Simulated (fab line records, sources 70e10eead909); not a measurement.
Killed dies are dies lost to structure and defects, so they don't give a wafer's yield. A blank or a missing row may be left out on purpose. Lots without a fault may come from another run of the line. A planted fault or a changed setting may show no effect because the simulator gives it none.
fab line records | flow nand_harc
record lots=5 wafers=12 last_day=33
route steps=1302 shown A_CHANNEL_HOLE_D1@450 END@1301
lots that met no fault: from a run of the same line without faults
start_h: hours from the record's first day to the start of the lot's first wafer shown | wait_h: hours since the lot's step before | " the same as in the row above | L1.1+2: a row that stands for several wafers | - no value, or no start given | * or withheld: withheld | < > ~ a bound
route shown NAME@n: a module of which the file shows steps, and the number in the route of the first | usual: mean/standard deviation of fault-free wafers | same: alike in all rows | chamber/n: place in a boat | sites: the reading at each site | _std_site: their standard deviation | _edge_site: outer sites' mean less inner sites' | radius_mm: how far each site lies from the wafer's centre | mask NAME#n: copy n | behind: the tool/chamber that last shaped the wafer | hold: why the lot was held/for how many hours/how that ended | device: the transistor (n, p or np) that didn't switch | end of line: the same wafers' tests at the end of the route | a step without rows: its recipe alone | killed: dies lost to structure and defects at the first sort, not the wafer's yield | map: a wafer's dies, x killed, . not, _ none there
set.NAME: the setting as run; set.NAME@STEP: as run at that earlier step | model.NAME: the simulator's own value behind a step, which no gauge read
lots at some steps of the route; a table a step, a row a wafer
services: from which hour (start_h, from the record's first day; less than 0 if before it) a tool's chamber was out of use, for how many hours, and why
## steps
# step NHARC_A_CHANNEL_HOLE_D1_DEP_00
# recipe target_thk_a=31000 temp_c=400 material=aC
# step NHARC_A_CHANNEL_HOLE_D1_DEP_01
# recipe target_thk_a=1400 target_thk_nm=140 temp_c=400 pressure_torr=3.5 flow_sccm=200 rf_w=350 material=SiON
# step NHARC_A_CHANNEL_HOLE_D1_DEHYDRATE_02
# recipe temp_c=150 time_s=120
# step NHARC_A_CHANNEL_HOLE_D1_HMDS_03
# recipe time_s=30
# step NHARC_A_CHANNEL_HOLE_D1_COAT_36
# recipe temp_c=260 time_s=75
# step NHARC_A_CHANNEL_HOLE_D1_COAT_37
# recipe temp_c=225 time_s=65
# step NHARC_A_CHANNEL_HOLE_D1_COAT_04
# recipe spin_rpm=1500 resist_thk_nm=90
# step NHARC_A_CHANNEL_HOLE_D1_SOFTBAKE_05
# recipe temp_c=105 time_s=55
# step NHARC_A_CHANNEL_HOLE_D1_EBR_06
# step NHARC_A_CHANNEL_HOLE_D1_EXPOSE_07
# recipe na=1.35 target_cd_nm=100 sigma_outer=0.3 dose_mj=59.65 mask_id=HOLE_D1
# step NHARC_A_CHANNEL_HOLE_D1_PEB_08
# recipe peb_temp_c=100 peb_time_s=65
# usual heater_power_total_W=156.6/0.42
# columns lot.wafer tool chamber start_h wait_h heater_power_total_W
L463.1 litho_track-06 0 197.84 0.1 156.0
L463.2 " 0 " " 157.2
L463.3 " 0 " " 156.0
L478.1 litho_track-06 0 350.11 0.1 155.9
L478.6 " 0 " " 156.8
L479.2 litho_track-06 0 362.43 0.1 156.5
L479.3 " 0 " " 156.5
L481.2 litho_track-06 0 371.03 0.1 157.1
L481.6 " 0 " " 156.9
L484.3 litho_track-04 0 407.01 0.0 156.0
L484.4 " 0 " " 156.1
L484.6 " 0 " " 156.1
# step NHARC_A_CHANNEL_HOLE_D1_DEVELOP_09
# recipe develop_time_s=35 dev_temp_c=23
# step NHARC_A_CHANNEL_HOLE_D1_CD_MEAS_10
# recipe target_cd_nm=100 landing_energy_ev=500
# usual cd_nm=99.9/0.41
# columns lot.wafer tool chamber start_h wait_h cd_nm
L463.1 cd_sem-02 0 197.92 - 100.2
L463.2 " 0 " " 100.3
L463.3 " 0 " " 99.9
L478.1 cd_sem-03 0 350.19 - 99.5
L478.6 " 0 " " 116.2
L479.2 cd_sem-03 0 362.51 - 99.9
L479.3 " 0 " " 116.2
L481.2 cd_sem-01 0 371.11 - 99.9
L481.6 " 0 " " 116.0
L484.3 cd_sem-01 0 407.10 - 100.2
L484.4 " 0 " " 100.1
L484.6 " 0 " " 99.9
# step NHARC_A_CHANNEL_HOLE_D1_DESCUM_15
# recipe time_s=3 o2_flow_sccm=200 ar_flow_sccm=0 bias_power_w=0 chemistry=O2
# usual drypump_motor_current_A=6.0/0.35 oes_product_au=0.999/0.0064 rf_vpp_V=57.7/0.89 showerhead_plenum_p_Torr=1.91/0.081 throttle_valve_pct=11.311/0.0087
# columns lot.wafer tool chamber start_h wait_h drypump_motor_current_A oes_product_au rf_hours_counter_h rf_vpp_V showerhead_plenum_p_Torr throttle_valve_pct model.A_CHANNEL_HOLE_D1.cd_nm
L463.2 rie_diel-07 2 198.11 0.1 5.6 0.992 21 57.1 1.92 11.313 100.9
L463.1 " 3 " " 6.0 0.995 20 57.7 1.97 11.316 100.3
L463.3 " 1 " " 5.5 0.995 23 57.7 1.90 11.303 100.1
L478.1 rie_diel-12 0 350.39 0.1 6.2 0.993 6 58.4 2.01 11.317 99.57
L478.6 " 0 " " 6.2 0.998 - 57.9 2.01 11.301 116.2
L479.3 rie_diel-12 1 362.71 0.1 5.7 0.994 7 58.9 1.88 11.318 116.2
L479.2 " 3 " " 6.5 1.002 7 56.6 1.93 11.307 100.3
L481.2 rie_diel-12 1 371.31 0.1 5.7 0.997 8 56.8 1.88 11.298 99.74
L481.6 " 0 " " 6.2 0.997 - 57.5 2.01 11.313 115.9
L484.4 rie_diel-12 2 407.28 0.1 6.3 0.999 11 57.5 1.78 11.317 100
L484.3 " 1 " " 5.7 1.008 12 59.8 1.88 11.309 99.82
L484.6 " 2 " " 6.3 0.997 - 55.7 1.78 11.303 100.3
# step NHARC_A_CHANNEL_HOLE_D1_ETCH_38
# recipe target_depth_a=390 over_etch_frac=0.3 time_s=65 ion_energy_ev=80 cf4_flow_sccm=150 ar_flow_sccm=0 rf_w=300 bias_w=100 chemistry=CF4
# step NHARC_A_CHANNEL_HOLE_D1_ETCH_39
# recipe target_depth_a=2600 over_etch_frac=0.3 time_s=325 ion_energy_ev=200 n2_flow_sccm=150 h2_flow_sccm=150 ar_flow_sccm=0 rf_w=400 bias_w=150 chemistry=N2/H2
# step NHARC_A_CHANNEL_HOLE_D1_ETCH_34
# recipe target_depth_a=1540 time_s=77 cf4_flow_sccm=100 chf3_flow_sccm=30 ar_flow_sccm=0 rf_w=500 bias_w=200 chemistry=CF4/CHF3
# step NHARC_A_CHANNEL_HOLE_D1_ETCH_16
# recipe target_depth_a=31000 over_etch_frac=0.3 time_s=806 ion_energy_ev=150 o2_flow_sccm=400 cos_flow_sccm=20 ar_flow_sccm=0 rf_w=500 bias_w=300 chemistry=O2/COS
# step NHARC_A_CHANNEL_HOLE_D1_CD_MEAS_18
# usual cd_nm=99.4/1.4
# columns lot.wafer tool chamber start_h wait_h cd_nm
L463.1 cd_sem-01 - 199.21 - 101.8
L463.2 " - " " 100.7
L463.3 " - " " 98.4
L478.1 cd_sem-01 - 351.95 - 98.5
L478.6 " - " " 115.6
L479.2 cd_sem-02 - 363.82 - 98.5
L479.3 " - " " 117.3
L481.2 cd_sem-02 - 372.40 - 100.3
L481.6 " - " " 113.7
L484.3 cd_sem-02 - 408.38 - 98.1
L484.4 " - " " 99.5
L484.6 " - " " 99.9
# step NHARC_A_CHANNEL_HOLE_D1_ETCH_19
# recipe bias_v=1200 source_w=2500 pressure_mtorr=15 time_s=34.5 ar_flow_sccm=375 c4f8_flow_sccm=28.8 o2_flow_sccm=96.2 temp_c=-20 target_depth_a=* chemistry=C4F8/O2/Ar
# step NHARC_A_CHANNEL_HOLE_D1_ETCH_20
# recipe bias_v=3000 source_w=withheld pressure_mtorr=20 time_s=361.9 ar_flow_sccm=375 c4f8_flow_sccm=89.3 o2_flow_sccm=35.7 temp_c=-20 target_depth_a=16000 chemistry=C4F8/O2/Ar
# step NHARC_A_CHANNEL_HOLE_D1_ETCH_21
# recipe bias_v=3000 source_w=withheld pressure_mtorr=20 time_s=514.3 ar_flow_sccm=375 c4f8_flow_sccm=89.3 o2_flow_sccm=35.7 temp_c=-20 target_depth_a=16000 chemistry=C4F8/O2/Ar
# step NHARC_A_CHANNEL_HOLE_D1_ETCH_22
# recipe bias_v=3000 source_w=withheld pressure_mtorr=20 time_s=666.7 ar_flow_sccm=375 c4f8_flow_sccm=89.3 o2_flow_sccm=35.7 temp_c=-20 target_depth_a=16000 chemistry=C4F8/O2/Ar
# step NHARC_A_CHANNEL_HOLE_D1_ETCH_23
# recipe bias_v=5000 source_w=withheld pressure_mtorr=20 time_s=819 ar_flow_sccm=375 c4f8_flow_sccm=89.3 o2_flow_sccm=35.7 temp_c=-20 target_depth_a=16000 chemistry=C4F8/O2/Ar
# step NHARC_A_CHANNEL_HOLE_D1_ETCH_24
# recipe bias_v=5000 source_w=withheld pressure_mtorr=20 time_s=906.2 ar_flow_sccm=375 c4f8_flow_sccm=93.8 o2_flow_sccm=31.2 temp_c=-20 target_depth_a=15000 chemistry=C4F8/O2/Ar
# step NHARC_A_CHANNEL_HOLE_D1_ETCH_25
# recipe bias_v=5000 source_w=withheld pressure_mtorr=20 time_s=1040.2 ar_flow_sccm=375 c4f8_flow_sccm=93.8 o2_flow_sccm=31.2 temp_c=-20 target_depth_a=15000 chemistry=C4F8/O2/Ar
# step NHARC_A_CHANNEL_HOLE_D1_ETCH_26
# recipe bias_v=300 source_w=2000 pressure_mtorr=30 time_s=224.1 ar_flow_sccm=375 c4f8_flow_sccm=11.4 o2_flow_sccm=113.6 temp_c=-20 target_depth_a=3000 chemistry=C4F8/O2/Ar
# step NHARC_A_CHANNEL_HOLE_D1_ETCH_33
# recipe bias_v=400 source_w=2000 pressure_mtorr=25 time_s=90 ar_flow_sccm=375 c4f8_flow_sccm=41.7 o2_flow_sccm=83.3 temp_c=-20 target_depth_a=4000 chemistry=C4F8/O2/Ar
# step NHARC_A_CHANNEL_HOLE_D1_STRIP_41
# recipe n2_flow_sccm=150 h2_flow_sccm=150 ar_flow_sccm=0 bias_w=0 chemistry=N2/H2
# step NHARC_A_CHANNEL_HOLE_D1_STRIP_42
# recipe cf4_flow_sccm=100 chf3_flow_sccm=30 ar_flow_sccm=0 bias_w=0 chemistry=CF4/CHF3
# step NHARC_A_CHANNEL_HOLE_D1_STRIP_43
# recipe o2_flow_sccm=400 cos_flow_sccm=20 ar_flow_sccm=0 bias_w=0 chemistry=O2/COS
# step NHARC_A_CHANNEL_HOLE_D1_ETCH_44
# recipe target_depth_a=1400 overetch_a=140 time_s=77 ion_energy_ev=100 cf4_flow_sccm=80 o2_flow_sccm=20 ar_flow_sccm=0 rf_w=300 bias_w=100 chemistry=CF4/O2
# usual drypump_motor_current_A=6.0/0.36 oes_product_au=1.000/0.006 rf_vpp_V=197.8/1.5 showerhead_plenum_p_Torr=1.33/0.056 throttle_valve_pct=13.397/0.0091
# columns lot.wafer tool chamber start_h wait_h drypump_motor_current_A oes_product_au rf_hours_counter_h rf_vpp_V showerhead_plenum_p_Torr throttle_valve_pct model.A_CHANNEL_HOLE_D1.cd_nm
L463.2 rie_diel-12 1 206.39 0.1 5.7 1.000 8 198.0 1.31 13.406 90.88
L463.3 " 2 " " 6.3 0.997 10 195.2 1.25 13.404 90.67
L463.1 " 3 " " 6.5 1.004 10 198.7 1.35 13.401 90.38
L478.1 rie_diel-08 0 356.92 0.1 5.3 1.016 55 200.4 1.42 13.389 89.08
L478.6 " 1 " " 6.0 1.000 - 196.4 1.24 13.393 105.5
L479.2 rie_diel-12 0 370.33 0.1 6.2 1.003 8 199.1 1.40 13.390 88.63
L479.3 " 3 " " 6.5 0.996 8 197.3 1.34 13.391 105.8
L481.2 rie_diel-08 0 377.43 0.3 5.3 0.999 0 198.3 1.42 13.387 90.1
L481.6 " 0 " " 5.3 0.999 - 199.4 1.42 13.402 106.3
L484.4 rie_diel-12 0 415.80 0.1 6.2 1.003 12 198.4 1.40 13.397 88.09
L484.3 " 1 " " 5.7 1.004 12 197.0 1.31 13.400 89.86
L484.6 " 0 " " 6.2 1.000 - 198.3 1.40 13.402 88.24
# step NHARC_A_CHANNEL_HOLE_D1_STRIP_27
# recipe o2_flow_sccm=500 ar_flow_sccm=0 bias_w=0 chemistry=O2
# step NHARC_A_CHANNEL_HOLE_D1_PRECLEAN_28
# recipe time_s=* temp_c=50 bath_age_min=0 chemistry=SC1
# step NHARC_A_CHANNEL_HOLE_D1_SRD_29
# step NHARC_A_CHANNEL_HOLE_D1_CD_MEAS_30
# usual cd_nm=89.8/0.88
# columns lot.wafer tool chamber start_h wait_h cd_nm
L463.1 cd_sem-03 - 207.18 - 90.9
L463.2 " - " " 91.1
L463.3 " - " " 90.5
L478.1 cd_sem-03 - 357.72 - 88.6
L478.6 " - " " 105.1
L479.2 cd_sem-02 - 371.12 - 88.9
L479.3 " - " " 105.4
L481.2 cd_sem-02 - 378.23 - 90.2
L481.6 " - " " 106.3
L484.3 cd_sem-02 - 416.59 - 89.9
L484.4 " - " " 88.2
L484.6 " - " " 88.0
# step NHARC_A_CHANNEL_HOLE_D1_XSEM_31
# recipe landing_energy_ev=35000
# usual bot_cd_nm=74.3/1 bow_nm=8.65/0.29 tilt_deg=0.08/0.038
# columns lot.wafer tool chamber start_h wait_h bot_cd_nm bow_nm tilt_deg
L463.1 xsem-02 0 207.28 0.1 76.2 8.54 0.09
L463.2 " 0 " " 77.0 8.59 0.09
L463.3 " 0 " " 75.7 8.50 0.09
L478.1 xsem-01 0 357.80 0.1 71.4 9.18 0.10
L478.6 " 0 " " 88.7 9.23 0.10
L479.2 xsem-01 0 371.21 0.1 73.0 8.61 0.06
L479.3 " 0 " " 91.1 8.58 0.06
L481.2 xsem-02 0 378.32 0.1 74.6 8.28 0.09
L481.6 " 0 " " 90.4 8.24 0.09
L484.3 xsem-01 0 416.68 0.1 74.0 8.12 0.14
L484.4 " 0 " " 72.4 8.18 0.14
L484.6 " 0 " " 73.2 8.11 0.14
# step NHARC_END_WLT_00
# usual VT_DECK1_BOTTOM=0.869/0.0059 VT_DECK1_BOTTOM_INNER=0.869/0.0058 VT_DECK1_MEDIAN_NEAR_BOTTOM=0.870/0.0061 VT_DECK1_MEDIAN_NEAR_BOTTOM_INNER=0.870/0.006 VT_DECK1_MIDDLE=0.883/0.006 VT_DECK1_MIDDLE_INNER=0.882/0.0059 VT_DECK1_TOP=0.895/0.0062 VT_DECK1_TOP_INNER=0.894/0.006 VT_DECK2_BOTTOM=0.872/0.0078 VT_DECK2_BOTTOM_INNER=0.872/0.0078 VT_DECK2_MEDIAN_NEAR_BOTTOM=0.874/0.0082 VT_DECK2_MEDIAN_NEAR_BOTTOM_INNER=0.873/0.0085 VT_DECK2_MIDDLE=0.886/0.0074 VT_DECK2_MIDDLE_INNER=0.885/0.0069 VT_DECK2_TOP=0.896/0.0069 VT_DECK2_TOP_INNER=0.897/0.0069
# columns lot.wafer tool chamber start_h wait_h VT_DECK1_BOTTOM VT_DECK1_BOTTOM_INNER VT_DECK1_MEDIAN_NEAR_BOTTOM VT_DECK1_MEDIAN_NEAR_BOTTOM_INNER VT_DECK1_MIDDLE VT_DECK1_MIDDLE_INNER VT_DECK1_TOP VT_DECK1_TOP_INNER VT_DECK2_BOTTOM VT_DECK2_BOTTOM_INNER VT_DECK2_MEDIAN_NEAR_BOTTOM VT_DECK2_MEDIAN_NEAR_BOTTOM_INNER VT_DECK2_MIDDLE VT_DECK2_MIDDLE_INNER VT_DECK2_TOP VT_DECK2_TOP_INNER
L463.1 prober-02 - 567.32 0.1 0.879 0.877 0.882 0.871 0.886 0.890 0.905 0.898 0.870 0.873 0.869 0.870 0.890 0.882 0.904 0.887
L463.2 " - " " 0.872 0.876 0.883 0.878 0.880 0.887 0.902 0.901 0.885 0.870 0.876 0.884 0.879 0.886 0.899 0.894
L463.3 " - " " 0.879 0.871 0.877 0.871 0.893 0.890 0.896 0.902 0.880 0.868 0.872 0.871 0.886 0.889 0.898 0.903
L478.1 prober-01 - 719.52 0.0 0.863 0.862 0.866 0.871 0.885 0.881 0.893 0.903 0.866 0.874 0.870 0.865 0.891 0.883 0.891 0.890
L478.6 " - 722.00 2.5 0.911 0.903 0.898 0.907 0.924 0.915 0.923 0.933 0.859 0.865 0.868 0.865 0.880 0.879 0.885 0.888
L481.2 prober-01 - 760.70 0.5 0.868 0.872 0.875 0.869 0.880 0.879 0.895 0.893 0.876 0.883 0.886 0.873 0.887 0.891 0.888 0.894
L481.6 " - 762.72 2.6 0.901 0.902 0.905 0.906 0.909 0.917 0.922 0.922 0.873 0.869 0.880 0.874 0.889 0.885 0.901 0.903
L479.2 prober-02 - 762.49 2.3 0.871 0.869 0.869 0.868 0.889 0.899 0.898 0.897 0.866 0.871 0.872 0.870 0.882 0.881 0.890 0.888
L479.3 " - " " 0.904 0.909 0.912 0.910 0.916 0.911 0.931 0.925 0.861 0.867 0.873 0.860 0.882 0.880 0.893 0.898
L484.3 prober-01 - 784.63 4.1 0.868 0.868 0.873 0.867 0.880 0.878 0.891 0.897 0.881 0.876 0.876 0.882 0.890 0.904 0.908 0.903
L484.4 " - " " 0.865 0.864 0.865 0.861 0.873 0.879 0.895 0.896 0.880 0.881 0.878 0.881 0.902 0.885 0.905 0.904
L484.6 " - 786.14 5.6 0.867 0.861 0.861 0.864 0.873 0.883 0.892 0.895 0.884 0.875 0.886 0.874 0.892 0.892 0.904 0.911
# step NHARC_END_SORT_01
# recipe temp_c=25
# usual killed_at_array=60/21 killed_at_other=1.0/1.2 killed_at_periphery=4.2/2.8 killed_dies=65/20 killed_open=3.1/1.8 killed_short=2.6/1.6
# same gross_dies=677
# columns lot.wafer tool chamber start_h wait_h killed_at_array killed_at_other killed_at_periphery killed_dies killed_open killed_short
L478.6 prober-01 0 726.49 4.0 220 0 4 224 2 2
# killed by level:class
L478.6 A_CHANNEL_HOLE_D1:area_peb=146 A_SLIT:chamber_film_flake=32 A_CHANNEL_HOLE_D1:chamber_film_flake=27 A_STAIRCASE:chamber_film_flake=7 P_GATE:chamber_film_flake=2 P_M1:geometric_particle:short=1 A_ONON_D1:geometric_particle:open=1 A_SGD_CUT:geometric_particle:short=1
## services
# columns tool chamber start_h hours kind
rie_diel-12 1 173.94 7.1 repair
rie_diel-12 0 174.00 - clean
rie_diel-12 2 174.00 - clean
rie_diel-12 3 174.00 - clean
litho_track-06 - 179.00 7.0 pm
rie_diel-07 1 189.88 3.8 repair
rie_diel-08 - 190.91 9.0 pm
rie_diel-12 0 198.66 - clean
rie_diel-12 1 198.66 - clean
rie_diel-12 2 198.66 - clean
litho_track-04 - 203.01 7.0 pm
rie_diel-12 2 255.51 5.7 repair
rie_diel-07 3 261.24 14.4 repair
rie_diel-12 - 268.43 9.0 pm
rie_diel-07 - 294.56 9.0 pm
rie_diel-12 1 300.33 3.0 repair
rie_diel-12 3 334.15 5.4 repair
litho_track-06 - 354.00 7.0 pm
rie_diel-08 - 367.91 9.0 pm
xsem-01 - 374.00 14.0 pm
rie_diel-07 1 374.61 3.3 repair
litho_track-04 - 378.01 7.0 pm
rie_diel-07 0 388.16 14.9 repair
rie_diel-08 2 409.45 4.7 repair
## key
first_sign step=NHARC_A_CHANNEL_HOLE_D1_CD_MEAS_10 reading=cd_nm direction=up sigmas=40 usual=99.9 struck=116.1
effect step=NHARC_A_CHANNEL_HOLE_D1_CD_MEAS_18 reading=cd_nm direction=up sigmas=11 usual=99.4 struck=115.5
effect step=NHARC_A_CHANNEL_HOLE_D1_CD_MEAS_30 reading=cd_nm direction=up sigmas=18 usual=89.8 struck=105.6
effect step=NHARC_A_CHANNEL_HOLE_D1_XSEM_31 reading=bot_cd_nm direction=up sigmas=15 usual=74.3 struck=90.0
effect step=NHARC_END_WLT_00 reading=VT_DECK1_BOTTOM direction=up sigmas=6.2 usual=0.869 struck=0.905
effect step=NHARC_END_SORT_01 reading=killed_dies direction=up sigmas=7.9 usual=65 struck=224
model_effect step=NHARC_A_CHANNEL_HOLE_D1_DESCUM_15 value=A_CHANNEL_HOLE_D1.cd_nm without=99.74 struck=116.1
model_effect step=NHARC_A_CHANNEL_HOLE_D1_ETCH_44 value=A_CHANNEL_HOLE_D1.cd_nm without=89.49 struck=105.9
more_kills_born_at NHARC_A_CHANNEL_HOLE_D1_PEB_08@litho_track-06=146
met_at NHARC_A_CHANNEL_HOLE_D1_PEB_08
struck_wafers L478.6,L479.3,L481.6
sort_left_out L479.3,L481.6
tester_left_out L478,L479,L481
onset_between 197.84 350.11
fault kind=process_parameter_drift tool=litho_track-06 chamber=- onset_h=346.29 steps=NHARC_A_CHANNEL_HOLE_D1_PEB_08 channel=peb_time_s offset=* shape=step end_h=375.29 scope=struck_wafers_only acts_in=* stated=*
# tester_left_out: of these lots the tester's yield and bins aren't shown, on N5 and GAA mostly nor the transistor test; their killed dies are dies lost to structure and defects alone, not to doping, threshold or leakage, so they don't give the yield
# sort_left_out: the simulated sort isn't trusted on such a fault, so these wafers' sort isn't shown, and their yield isn't known
